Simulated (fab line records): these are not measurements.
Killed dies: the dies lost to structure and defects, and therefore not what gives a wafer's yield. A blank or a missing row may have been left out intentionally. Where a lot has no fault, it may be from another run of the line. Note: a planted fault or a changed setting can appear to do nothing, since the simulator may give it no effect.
Matching of chambers -- flow n5 finfet -- N5_PMOS_HMC_CHANNEL_EPI_FIN_RECESS_16 on rie si-01 has 4 sister chambers
The step chemistry HBr/Cl2, target Si, target depth 54 nm, time 18 s. 4 wafers are shown with their chamber, then 8 later ones without.

## WAFERS PAIRED WITH THEIR CHAMBERS
wafer,chamber,drypump motor current A (A)
L339.6,0,6.1
L342.1,2,4.7
L342.3,1,5.1
L352.2,3,6.5

## WAFERS WHOSE CHAMBER IS MISSING
wafer,drypump motor current A (A)
L352.5,4.7
L352.6,5.1
L353.2,4.8
L353.4,6.1
L353.5,6.1
L355.1,6.1
L355.3,4.8
L355.4,6.5

## CHAMBER TAKEN BY EACH
wafer,from the rows above,in truth
L352.5,2,2
L352.6,1,1
L353.2,2,2
L353.4,0,0
L353.5,0,0
L355.1,0,0
L355.3,2,2
L355.4,3,3
Correct placement for 8 of the 8. Number that these rows cannot place: 0. 0 placed wrongly.
How it was worked out, from the rows above alone: a wafer's distance from a chamber is the root of the sum, over the readings, of the square of ((its reading less the chamber's mean) divided by the reading's scatter). If the next closest chamber is less than 2 further off than the closest, the wafer can't be placed; otherwise it belongs to the closest. Each chamber's mean is taken over the wafers shown for it. The scatter: root of mean squared gap, hidden wafer to nearest shown wafer, with one shown wafer a chamber.
